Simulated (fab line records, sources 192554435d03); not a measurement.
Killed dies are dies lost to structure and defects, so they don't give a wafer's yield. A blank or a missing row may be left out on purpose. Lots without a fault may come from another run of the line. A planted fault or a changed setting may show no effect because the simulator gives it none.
Which tool did it? | flow n5_finfet | 24 lots, 72 wafers sampled, at 6 steps of a route of 1938

WHAT THE GAUGES READ, wafer by wafer
N5_BEOL_M8_THK_MEAS_01.
lot  | measured     | on            | M8_ILD_THK (nm)
L074 | day 9 22:07  | film_metro-02 | 153.0 155.8 156.7
L075 | day 10 00:50 | film_metro-02 | 152.5 157.7 156.9
L078 | day 10 17:56 | film_metro-02 | 152.2 156.5 158.6
L076 | day 10 19:32 | film_metro-02 | 154.8 154.4 156.4
L079 | day 11 02:02 | film_metro-01 | 155.4 154.1 158.8
L081 | day 11 06:04 | film_metro-02 | 152.1 154.3 153.4
L077 | day 11 06:12 | film_metro-01 | 156.2 153.7 155.2
L080 | day 11 06:23 | film_metro-01 | 153.0 152.6 156.7
L082 | day 11 23:44 | film_metro-02 | 152.4 153.7 150.4
L083 | day 12 00:13 | film_metro-02 | 157.0 157.7 150.8
L085 | day 12 02:32 | film_metro-02 | 157.6 154.6 157.4
L084 | day 12 04:28 | film_metro-01 | 150.7 154.4 155.2
L087 | day 12 22:48 | film_metro-02 | 155.3 154.5 157.7
L086 | day 13 02:17 | film_metro-01 | 152.0 154.1 151.6
L088 | day 13 09:17 | film_metro-01 | 155.3 157.4 157.9
L090 | day 13 15:22 | film_metro-02 | 158.8 155.5 155.9
L089 | day 14 00:31 | film_metro-01 | 154.0 157.1 157.2
L092 | day 14 00:32 | film_metro-02 | 153.3 158.2 156.2
L091 | day 14 01:00 | film_metro-01 | 149.6 151.8 155.3
L093 | day 14 01:43 | film_metro-02 | 152.7 151.9 154.2
L094 | day 14 02:43 | film_metro-01 | 154.0 151.6 152.9
L096 | day 15 01:56 | film_metro-01 | 155.3 155.0 156.5
L095 | day 15 02:26 | film_metro-01 | 152.7 154.2 153.7
L097 | day 15 10:26 | film_metro-02 | 153.0 149.8 154.2

N5_BEOL_M8_OVL_MEAS_12.
lot  | measured     | on         | M8_OVL (nm)
L074 | day 9 22:37  | overlay-02 | 0.0 0.1 -0.3
L075 | day 10 02:19 | overlay-01 | 0.0 0.6 -0.2
L078 | day 10 18:59 | overlay-01 | -0.2 1.3 -0.2
L076 | day 10 21:35 | overlay-02 | -0.9 -1.1 -0.8
L079 | day 11 03:55 | overlay-01 | 0.7 0.1 1.2
L081 | day 11 07:50 | overlay-01 | -1.0 -0.5 0.0
L077 | day 11 07:57 | overlay-02 | 0.6 0.1 1.2
L080 | day 11 08:02 | overlay-01 | -1.2 -0.1 -1.3
L082 | day 12 01:11 | overlay-01 | -1.7 -1.2 -1.3
L083 | day 12 01:22 | overlay-01 | -0.2 0.2 -1.0
L085 | day 12 03:47 | overlay-01 | -0.5 -1.1 -0.8
L084 | day 12 06:28 | overlay-02 | -0.4 -0.9 -2.5
L087 | day 12 23:44 | overlay-01 | 0.1 0.2 -0.2
L086 | day 13 03:40 | overlay-01 | 0.3 -0.1 1.3
L088 | day 13 10:59 | overlay-01 | -0.5 -0.4 -0.9
L090 | day 13 17:46 | overlay-02 | 0.0 0.1 -0.6
L089 | day 14 02:04 | overlay-01 | -0.1 -0.4 -1.0
L092 | day 14 01:50 | overlay-02 | -0.2 -1.6 -1.3
L091 | day 14 02:45 | overlay-02 | -1.5 -1.2 -1.5
L093 | day 14 02:55 | overlay-02 | 0.1 0.9 1.1
L094 | day 14 03:25 | overlay-01 | -0.3 0.0 -0.5
L096 | day 15 02:46 | overlay-01 | -0.5 0.4 0.2
L095 | day 15 02:59 | overlay-01 | -0.4 -1.0 0.1
L097 | day 15 12:06 | overlay-02 | -0.9 -1.1 -0.4

N5_BEOL_M9_CD_MEAS_11: target cd 64.1 nm.
lot  | measured     | on        | cd_nm (nm)
L074 | day 10 10:20 | cd_sem-03 | 63.5 63.9 63.0
L075 | day 10 10:18 | cd_sem-02 | 64.2 63.9 64.2
L078 | day 11 03:10 | cd_sem-01 | 64.2 64.1 63.9
L076 | day 11 09:40 | cd_sem-03 | 64.3 63.1 63.5
L079 | day 11 12:36 | cd_sem-03 | 63.8 62.7 64.5
L081 | day 11 15:58 | cd_sem-03 | 64.4 63.7 63.1
L077 | day 11 16:08 | cd_sem-03 | 65.0 64.6 63.8
L080 | day 11 16:20 | cd_sem-02 | 65.0 63.6 63.4
L082 | day 12 09:04 | cd_sem-03 | 63.2 63.5 63.7
L083 | day 12 09:24 | cd_sem-03 | 63.7 63.1 65.2
L085 | day 12 13:00 | cd_sem-02 | 64.2 64.5 64.3
L084 | day 12 16:16 | cd_sem-03 | 64.1 64.4 64.0
L087 | day 13 07:11 | cd_sem-01 | 64.1 63.0 64.6
L086 | day 13 11:01 | cd_sem-03 | 65.0 63.8 63.0
L088 | day 13 18:01 | cd_sem-01 | 63.9 65.2 64.1
L090 | day 14 02:26 | cd_sem-03 | 63.5 65.0 64.5
L089 | day 14 14:25 | cd_sem-02 | 64.7 63.7 63.7
L092 | day 14 14:50 | cd_sem-02 | 64.3 64.2 63.9
L091 | day 14 15:00 | cd_sem-02 | 64.4 64.1 64.4
L093 | day 14 12:11 | cd_sem-03 | 64.2 62.8 63.9
L094 | day 14 15:10 | cd_sem-01 | 63.1 64.3 63.8
L096 | day 15 13:08 | cd_sem-01 | 64.7 63.1 64.8
L095 | day 15 13:25 | cd_sem-01 | 63.8 63.8 65.0
L097 | day 15 21:47 | cd_sem-01 | 64.8 64.3 64.2

WHICH TOOL RAN EACH LOT (tool, then ch and the chambers of the sampled wafers, then the start)
lot  | N5_BEOL_M8_ETCH_72                 | N5_BEOL_M8_STRIP_36                | N5_BEOL_M8_ALD_77
L074 | rie_diel-06 ch 2,3, day 10 03:09   | rie_diel-06 ch 2,3, day 10 03:21   | ald_metal-03 ch 2,3, day 10 05:12
L075 | rie_diel-05 ch 2,3, day 10 03:19   | rie_diel-05 ch 2,3, day 10 03:31   | ald_metal-01 ch 0,1,3, day 10 05:04
L078 | rie_diel-05 ch 0,2, day 10 20:29   | rie_diel-05 ch 0,2, day 10 20:41   | ald_metal-01 ch 0,1, day 10 21:58
L076 | rie_diel-02 ch 0,1,3, day 11 02:50 | rie_diel-02 ch 0,1,3, day 11 03:01 | ald_metal-01 ch 2,3, day 11 04:12
L079 | rie_diel-06 ch 0,1,2, day 11 06:10 | rie_diel-06 ch 0,1,2, day 11 06:22 | ald_metal-03 ch 0,1,2, day 11 07:50
L081 | rie_diel-02 ch 0,3, day 11 09:00   | rie_diel-02 ch 0,3, day 11 09:12   | ald_metal-04 ch 0,1,2, day 11 12:11
L077 | rie_diel-05 ch 0,2,3, day 11 11:31 | rie_diel-05 ch 0,2,3, day 11 11:42 | ald_metal-01 ch 1,2,3, day 11 12:36
L080 | rie_diel-05 ch 1,3, day 11 11:58   | rie_diel-05 ch 1,3, day 11 12:10   | ald_metal-01 ch 0,1,2, day 11 13:02
L082 | rie_diel-06 ch 0,1,2, day 12 02:17 | rie_diel-06 ch 0,1,2, day 12 02:29 | ald_metal-03 ch 0,2,3, day 12 03:42
L083 | rie_diel-06 ch 0,1,3, day 12 02:41 | rie_diel-06 ch 0,1,3, day 12 02:53 | ald_metal-04 ch 0,1,2, day 12 04:12
L085 | rie_diel-06 ch 0,1, day 12 05:52   | rie_diel-06 ch 0,1, day 12 06:04   | ald_metal-04 ch 0,1,2, day 12 08:41
L084 | rie_diel-06 ch 0,2,3, day 12 08:15 | rie_diel-06 ch 0,2,3, day 12 08:27 | ald_metal-04 ch 0,1,2, day 12 09:40
L087 | rie_diel-05 ch 0,1,2, day 13 01:40 | rie_diel-05 ch 0,1,2, day 13 01:52 | ald_metal-04 ch 1,3, day 13 03:14
L086 | rie_diel-05 ch 1,2,3, day 13 05:29 | rie_diel-05 ch 1,2,3, day 13 05:41 | ald_metal-03 ch 0,1,3, day 13 06:50
L088 | rie_diel-05 ch 0,1,3, day 13 11:59 | rie_diel-05 ch 0,1,3, day 13 12:10 | ald_metal-01 ch 0,1,2, day 13 13:08
L090 | rie_diel-06 ch 2,3, day 13 20:05   | rie_diel-06 ch 2,3, day 13 20:17   | ald_metal-01 ch 0,1,2, day 13 21:37
L089 | rie_diel-02 ch 0,2, day 14 06:49   | rie_diel-02 ch 0,2, day 14 07:01   | ald_metal-04 ch 0,1,3, day 14 08:11
L092 | rie_diel-02 ch 0,1,2, day 14 06:21 | rie_diel-02 ch 0,1,2, day 14 06:33 | ald_metal-04 ch 1,2,3, day 14 07:41
L091 | rie_diel-05 ch 1,3, day 14 06:49   | rie_diel-05 ch 1,3, day 14 07:01   | ald_metal-01 ch 1,2, day 14 08:18
L093 | rie_diel-06 ch 2,3, day 14 06:47   | rie_diel-06 ch 2,3, day 14 06:59   | ald_metal-03 ch 1,2,3, day 14 08:10
L094 | rie_diel-02 ch 1,2, day 14 07:18   | rie_diel-02 ch 1,2, day 14 07:30   | ald_metal-04 ch 0,1, day 14 08:32
L096 | rie_diel-05 ch 1,3, day 15 07:49   | rie_diel-05 ch 1,3, day 15 08:01   | ald_metal-01 ch 0,1,2, day 15 08:55
L095 | rie_diel-06 ch 0,1,2, day 15 07:52 | rie_diel-06 ch 0,1,2, day 15 08:04 | ald_metal-01 ch 0,1,2, day 15 09:13
L097 | rie_diel-05 ch 0,1,3, day 15 13:29 | rie_diel-05 ch 0,1,3, day 15 13:41 | ald_metal-03 ch 0,1,2, day 15 15:07
- N5_BEOL_M8_ETCH_72: etches underlayer in N2/H2, target depth 6.5 nm, time 5.2 s.
- N5_BEOL_M8_STRIP_36: strips in N2/H2.
- N5_BEOL_M8_ALD_77: deposits TaN, target thk 2 nm, pulse time 2 s, purge time 3 s.

WHAT THE TOOLS THEMSELVES READ (means of the sampled wafers that have a number; where no wafer has one, the mark that the record gives instead)
N5_BEOL_M8_ETCH_72.
lot  | tool        | drypump_motor_current_A (A) | etch_rf_on_time_s (s) | oes_product_au (a.u.) | rf_vpp_V (V) | showerhead_plenum_p_Torr (Torr) | throttle_valve_pct (%)
L074 | rie_diel-06 | 6.2                         | 5.11                  | 0.76                  | 527.3        | 2.62                            | 17.43
L075 | rie_diel-05 | 6.0                         | 5.41                  | 0.75                  | 524.6        | 2.56                            | 17.92
L078 | rie_diel-05 | 5.8                         | 5.47                  | 0.67                  | 523.1        | 2.54                            | 17.84
L076 | rie_diel-02 | 5.8                         | 5.21                  | 0.62                  | 523.9        | 2.53                            | 17.88
L079 | rie_diel-06 | 5.6                         | 5.18                  | 0.74                  | 525.0        | 2.58                            | 17.66
L081 | rie_diel-02 | 6.2                         | 5.21                  | 0.61                  | 522.6        | 2.53                            | 17.99
L077 | rie_diel-05 | 5.9                         | 5.39                  | 0.70                  | 523.5        | 2.55                            | 17.90
L080 | rie_diel-05 | 5.6                         | 5.27                  | 0.77                  | 523.3        | 2.49                            | 17.86
L082 | rie_diel-06 | 5.6                         | 5.07                  | 0.75                  | 523.6        | 2.58                            | 17.68
L083 | rie_diel-06 | 5.4                         | 5.22                  | 0.74                  | 523.1        | 2.51                            | 17.57
L085 | rie_diel-06 | 5.1                         | 5.17                  | 0.72                  | 523.5        | 2.52                            | 17.83
L084 | rie_diel-06 | 5.6                         | 5.12                  | 0.72                  | 524.9        | 2.54                            | 17.61
L087 | rie_diel-05 | 5.8                         | 5.32                  | 0.71                  | 524.6        | 2.54                            | 17.75
L086 | rie_diel-05 | 5.8                         | 5.31                  | 0.73                  | 524.5        | 2.55                            | 17.80
L088 | rie_diel-05 | 5.5                         | 5.30                  | 0.71                  | 521.7        | 2.47                            | 17.86
L090 | rie_diel-06 | 5.9                         | 5.18                  | 0.73                  | 523.8        | 2.53                            | 17.37
L089 | rie_diel-02 | 5.0                         | 5.13                  | 0.64                  | 525.0        | 2.60                            | 17.59
L092 | rie_diel-02 | 5.2                         | 5.21                  | 0.62                  | 523.6        | 2.56                            | 17.71
L091 | rie_diel-05 | 5.6                         | 5.27                  | 0.73                  | 521.9        | 2.48                            | 17.90
L093 | rie_diel-06 | 5.9                         | 5.24                  | 0.72                  | 524.1        | 2.52                            | 17.38
L094 | rie_diel-02 | 5.1                         | 5.26                  | 0.61                  | 522.4        | 2.55                            | 17.70
L096 | rie_diel-05 | 5.6                         | 5.22                  | 0.74                  | 521.6        | 2.48                            | 17.93
L095 | rie_diel-06 | 5.6                         | 5.21                  | 0.70                  | 524.2        | 2.57                            | 17.72
L097 | rie_diel-05 | 5.5                         | 5.23                  | 0.70                  | 520.6        | 2.46                            | 17.88

N5_BEOL_M8_STRIP_36.
lot  | tool        | drypump_motor_current_A (A) | oes_product_au (a.u.) | rf_vpp_V (V) | showerhead_plenum_p_Torr (Torr) | throttle_valve_pct (%)
L074 | rie_diel-06 | 6.2                         | 0.91                  | 59.1         | 2.61                            | 23.1
L075 | rie_diel-05 | 6.0                         | 0.89                  | 57.9         | 2.56                            | 24.0
L078 | rie_diel-05 | 5.8                         | 0.80                  | 60.2         | 2.54                            | 23.8
L076 | rie_diel-02 | 5.8                         | 0.72                  | 59.3         | 2.53                            | 23.5
L079 | rie_diel-06 | 5.6                         | 0.88                  | 59.6         | 2.58                            | 23.4
L081 | rie_diel-02 | 6.1                         | 0.71                  | 57.0         | 2.53                            | 23.6
L077 | rie_diel-05 | 5.8                         | 0.82                  | 58.1         | 2.54                            | 23.9
L080 | rie_diel-05 | 5.6                         | 0.91                  | 59.7         | 2.48                            | 23.9
L082 | rie_diel-06 | 5.6                         | 0.87                  | 58.9         | 2.58                            | 23.4
L083 | rie_diel-06 | 5.4                         | 0.88                  | 58.8         | 2.50                            | 23.3
L085 | rie_diel-06 | 5.0                         | 0.86                  | 58.8         | 2.51                            | 23.7
L084 | rie_diel-06 | 5.6                         | 0.87                  | 59.9         | 2.54                            | 23.4
L087 | rie_diel-05 | 5.8                         | 0.85                  | 60.0         | 2.54                            | 23.6
L086 | rie_diel-05 | 5.9                         | 0.87                  | 59.3         | 2.55                            | 23.8
L088 | rie_diel-05 | 5.5                         | 0.85                  | 59.8         | 2.47                            | 23.8
L090 | rie_diel-06 | 5.9                         | 0.86                  | 58.8         | 2.52                            | 23.0
L089 | rie_diel-02 | 5.0                         | 0.74                  | 57.3         | 2.59                            | 23.2
L092 | rie_diel-02 | 5.2                         | 0.72                  | 59.3         | 2.55                            | 23.4
L091 | rie_diel-05 | 5.6                         | 0.86                  | 59.3         | 2.47                            | 23.9
L093 | rie_diel-06 | 5.9                         | 0.86                  | 59.8         | 2.52                            | 23.0
L094 | rie_diel-02 | 5.1                         | 0.72                  | 58.9         | 2.54                            | 23.3
L096 | rie_diel-05 | 5.6                         | 0.85                  | 59.8         | 2.47                            | 24.0
L095 | rie_diel-06 | 5.6                         | 0.84                  | 57.4         | 2.56                            | 23.5
L097 | rie_diel-05 | 5.6                         | 0.82                  | 57.5         | 2.46                            | 23.9

N5_BEOL_M8_ALD_77.
lot  | tool         | heater_power_w (W) | mfc_carrier_sccm (sccm) | precursor_vessel_carrier_sccm (sccm)
L074 | ald_metal-03 | 377                | 1501                    | 999.2
L075 | ald_metal-01 | 431                | 1501                    | 1000.0
L078 | ald_metal-01 | 438                | 1504                    | 995.1
L076 | ald_metal-01 | 411                | 1499                    | 999.0
L079 | ald_metal-03 | 390                | 1499                    | 999.1
L081 | ald_metal-04 | 413                | 1499                    | 998.1
L077 | ald_metal-01 | 432                | 1497                    | 999.8
L080 | ald_metal-01 | 435                | 1500                    | 1001.2
L082 | ald_metal-03 | 395                | 1497                    | 998.0
L083 | ald_metal-04 | 415                | 1499                    | 999.7
L085 | ald_metal-04 | 417                | 1502                    | 1001.2
L084 | ald_metal-04 | 413                | 1501                    | 997.0
L087 | ald_metal-04 | 468                | 1495                    | 998.0
L086 | ald_metal-03 | 381                | 1501                    | 999.4
L088 | ald_metal-01 | 435                | 1500                    | 1000.8
L090 | ald_metal-01 | 439                | 1501                    | 1000.2
L089 | ald_metal-04 | 458                | 1495                    | 997.8
L092 | ald_metal-04 | 462                | 1503                    | 1001.4
L091 | ald_metal-01 | 458                | 1497                    | 999.6
L093 | ald_metal-03 | 369                | 1501                    | 1004.4
L094 | ald_metal-04 | 421                | 1499                    | 1000.0
L096 | ald_metal-01 | 436                | 1499                    | 998.9
L095 | ald_metal-01 | 436                | 1500                    | 997.4
L097 | ald_metal-03 | 388                | 1503                    | 999.0

THE ANSWER, worked out from the rows above alone
Rule: what is usual is taken from the lots themselves. Put in order of their means at a reading, lots are off if they are a third of the lots or fewer, leave a main group of 4 or more, and stand apart from it by a gap of 3 or more times the standard deviation of the main group's means; of several such gaps the widest counts. A main group whose means are all the same, to the digits that the tables above print for the reading, isn't used. A lot without any number at a reading at which 4 lots or more have one is off too. The other lots that the step has rows for count as sound. The gauges are gone through in route order, then the tools' own readings, and for those a lot's mean is taken as printed above. The first step at which some lot is off is used, and at that step the reading that is off furthest; a lot without a number counts as furthest.
No lot is off at any reading shown: from this, nothing can be told.

WHAT THE SIMULATOR HAD PUT IN
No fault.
